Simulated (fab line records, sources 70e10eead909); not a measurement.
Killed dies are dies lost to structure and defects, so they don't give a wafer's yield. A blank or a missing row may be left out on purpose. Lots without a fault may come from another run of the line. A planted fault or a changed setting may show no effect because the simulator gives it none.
A struck lot beside a sound one | flow nand_harc | 43 steps out of a route of 1159
Sound: wafers L854.3, L854.5, L854.6. Struck: wafer L868.4. (L868.2, L868.6 of the same lot were not struck and are left out.) The cause comes at the end.
At each step with rows: each side's tool, then ch and its chambers, then its first start. Under that, the readings that differ: sound wafers | struck wafers | difference of the means | sigmas: that difference in standard deviations of wafers without a fault.
alike: readings whose means differ by less than 2 such deviations, and words and numbers that are the same on both sides. not compared: withheld readings, readings that some wafer has no value for, bounds like >300 that may hide the same value, and numbers for which the record gives no deviation and whose values overlap.
The two part at a step that has a row with sigmas, a row that says differs or no value, or rows on one side only. Numbers that don't overlap but have no deviation are shown without sigmas and don't part them. A reading that every wafer of one side lacks parts them only if that side has two wafers or more.

first, 6 steps without rows for these wafers: NHARC_A_CHANNEL_HOLE_D1_COAT_04 (resist thk 90 nm); NHARC_A_CHANNEL_HOLE_D1_SOFTBAKE_05 (time 55 s); NHARC_A_CHANNEL_HOLE_D1_EBR_06; NHARC_A_CHANNEL_HOLE_D1_EXPOSE_07 (exposes mask HOLE D1, target cd 100 nm); NHARC_A_CHANNEL_HOLE_D1_PEB_08 (peb time 65 s); NHARC_A_CHANNEL_HOLE_D1_DEVELOP_09 (develop time 35 s).
NHARC_A_CHANNEL_HOLE_D1_CD_MEAS_10: target cd 100 nm.
  sound on cd_sem-02 ch 0, day 8 12:28; struck on cd_sem-03 ch 0, day 12 11:15
  alike: cd_nm
NHARC_A_CHANNEL_HOLE_D1_OVL_MEAS_11:
  sound on overlay-01, day 8 12:33; struck on overlay-01, day 12 11:20
  reading           | sound          | struck | difference | sigmas
  overlay_y_nm (nm) | -1.5 -1.0 -0.9 | 0.7    | +1.8       | +2
  alike: overlay_x_nm
NHARC_A_CHANNEL_HOLE_D1_INSPECT_12:
  sound on defect_inspect-01, day 8 12:35; struck on defect_inspect-02, day 12 11:22
  alike: raw_defect_count
NHARC_A_CHANNEL_HOLE_D1_DESCUM_15: chemistry O2, time 3 s.
  sound on rie_diel-02 ch 0,3, day 8 12:39; struck on rie_diel-12 ch 0, day 12 11:26
  reading                     | sound       | struck | difference | sigmas
  drypump_motor_current_A (A) | 4.8 4.8 5.7 | 5.9    | +0.8       | +2
  alike: mfc_ar_sccm, oes_product_au, rf_vpp_V, showerhead_plenum_p_Torr, throttle_valve_pct
  not compared: rf_hours_counter_h
then, 2 steps without rows for these wafers: NHARC_A_CHANNEL_HOLE_D1_ETCH_38 (etches the open film in CF4, target depth 39 nm, time 65 s); NHARC_A_CHANNEL_HOLE_D1_ETCH_39 (etches the open film in N2/H2, target depth 260 nm, time 325 s).
NHARC_A_CHANNEL_HOLE_D1_ETCH_34: etches the open film in CF4/CHF3, target depth 154 nm, time 77 s.
  sound on rie_diel-02 ch 0,1,2, day 8 13:05; struck on rie_diel-12 ch 1, day 12 11:52
  reading               | sound             | struck | difference | sigmas
  mfc_ar_sccm (sccm)    | 0 0.005 0         | 0.017  | +0.015     | +2
  oes_product_au (a.u.) | 0.978 0.960 0.982 | 0.900  | -0.073     | -3
  alike: drypump_motor_current_A, rf_vpp_V, showerhead_plenum_p_Torr, throttle_valve_pct
  not compared: rf_hours_counter_h
then, 1 step without rows for these wafers: NHARC_A_CHANNEL_HOLE_D1_ETCH_16 (etches the open film in O2/COS, target depth 3100 nm, time 806 s).
NHARC_A_CHANNEL_HOLE_D1_CD_MEAS_18:
  sound on cd_sem-01, day 8 13:45; struck on cd_sem-01, day 12 12:33
  alike: cd_nm
then, 2 steps without rows for these wafers: NHARC_A_CHANNEL_HOLE_D1_ETCH_19 (etches the open film in C4F8/O2/Ar, time 34.5 s); NHARC_A_CHANNEL_HOLE_D1_ETCH_20 (etches the open film in C4F8/O2/Ar, time 361.9 s, target depth 1600 nm).
NHARC_A_CHANNEL_HOLE_D1_ETCH_21: etches the open film in C4F8/O2/Ar, time 514.3 s, target depth 1600 nm.
  sound on har_etch-02 ch 0,1, day 8 14:23; struck on har_etch-02 ch 1, day 12 13:07
  reading                | sound                | struck | difference | sigmas
  throttle_valve_pct (%) | 32.160 32.141 32.151 | 32.169 | +0.018     | +2
  alike: drypump_motor_current_A, esc_clamp_current_uA, mfc_ar_sccm, showerhead_plenum_p_Torr
  not compared: rf_hours_counter_h
NHARC_A_CHANNEL_HOLE_D1_ETCH_22: etches the open film in C4F8/O2/Ar, time 666.7 s, target depth 1600 nm.
  sound on har_etch-02 ch 0,1, day 8 14:52; struck on har_etch-02 ch 1, day 12 13:34
  alike: drypump_motor_current_A, esc_clamp_current_uA, mfc_ar_sccm, showerhead_plenum_p_Torr, throttle_valve_pct
  not compared: rf_hours_counter_h
then, 9 steps without rows for these wafers: NHARC_A_CHANNEL_HOLE_D1_ETCH_23 (etches the open film in C4F8/O2/Ar, time 819 s, target depth 1600 nm); NHARC_A_CHANNEL_HOLE_D1_ETCH_24 (etches the open film in C4F8/O2/Ar, time 906.2 s, target depth 1500 nm); NHARC_A_CHANNEL_HOLE_D1_ETCH_25 (etches the open film in C4F8/O2/Ar, time 1040.2 s, target depth 1500 nm); NHARC_A_CHANNEL_HOLE_D1_ETCH_26 (etches the open film in C4F8/O2/Ar, time 224.1 s, target depth 300 nm); NHARC_A_CHANNEL_HOLE_D1_ETCH_33 (etches the open film in C4F8/O2/Ar, time 90 s, target depth 400 nm); NHARC_A_CHANNEL_HOLE_D1_STRIP_41 (strips in N2/H2); NHARC_A_CHANNEL_HOLE_D1_STRIP_42 (strips in CF4/CHF3); NHARC_A_CHANNEL_HOLE_D1_STRIP_43 (strips in O2/COS); NHARC_A_CHANNEL_HOLE_D1_ETCH_44 (etches the open film in CF4/O2, target depth 140 nm, overetch 14 nm, time 77 s).
NHARC_A_CHANNEL_HOLE_D1_STRIP_27: strips in O2.
  sound on rie_diel-02 ch 1,2,3; struck on rie_diel-03 ch 2
  reading            | sound | struck | difference | sigmas
  mfc_ar_sccm (sccm) | 0 0 0 | 0.019  | +0.019     | +3
  alike: drypump_motor_current_A, oes_product_au, rf_vpp_V, showerhead_plenum_p_Torr, throttle_valve_pct
  not compared: rf_hours_counter_h
then, 2 steps without rows for these wafers: NHARC_A_CHANNEL_HOLE_D1_PRECLEAN_28 (cleans in SC1); NHARC_A_CHANNEL_HOLE_D1_SRD_29.
NHARC_A_CHANNEL_HOLE_D1_CD_MEAS_30:
  sound on cd_sem-03, day 8 19:20; struck on cd_sem-01, day 12 18:18
  alike: cd_nm
NHARC_A_CHANNEL_HOLE_D1_XSEM_31:
  sound on xsem-02 ch 0, day 8 19:26; struck on xsem-01 ch 0, day 12 18:23
  reading     | sound          | struck | difference | sigmas
  bow_nm (nm) | 8.73 8.67 8.74 | 8.16   | -0.55      | -2
  alike: bot_cd_nm, tilt_deg
NHARC_A_CHANNEL_HOLE_D1_INSPECT_40:
  sound on defect_inspect-02, day 8 19:33; struck on defect_inspect-01, day 12 18:29
  alike: raw_defect_count
then, 8 steps without rows for these wafers: NHARC_A_CHANNEL_FILL_D1_PRECLEAN_00 (cleans in SC1); NHARC_A_CHANNEL_FILL_D1_SRD_01; NHARC_A_CHANNEL_FILL_D1_ALD_02 (deposits SiO2, target thk 6 nm, pulse time 10 s, ald cycles 60); NHARC_A_CHANNEL_FILL_D1_ALD_03 (deposits SiNx, target thk 6 nm, pulse time 60 s, ald cycles 58); NHARC_A_CHANNEL_FILL_D1_ALD_14 (deposits SiO2, target thk 2.5 nm, pulse time 10 s, ald cycles 25); NHARC_A_CHANNEL_FILL_D1_ALD_15 (deposits SiNx, target thk 2 nm, pulse time 60 s, ald cycles 19); NHARC_A_CHANNEL_FILL_D1_ALD_16 (deposits SiO2, target thk 1.5 nm, pulse time 10 s, ald cycles 15); NHARC_A_CHANNEL_FILL_D1_ANNEAL_17 (time 1800 s).
-- the record jumps here: 11 days lie between the struck wafers' starts before and after (it left off in module A_CHANNEL_FILL_D1 and takes up again in module END, whose first step shown is number 1159 of the route) --
NHARC_END_SORT_01:
  the record has rows for the struck wafers here (prober-02 ch 0, day 23 12:45) and none for the sound ones

WHERE THEY PART
First at NHARC_A_CHANNEL_HOLE_D1_OVL_MEAS_11; last, within this record, at NHARC_END_SORT_01.

WHY: what the simulator had put in
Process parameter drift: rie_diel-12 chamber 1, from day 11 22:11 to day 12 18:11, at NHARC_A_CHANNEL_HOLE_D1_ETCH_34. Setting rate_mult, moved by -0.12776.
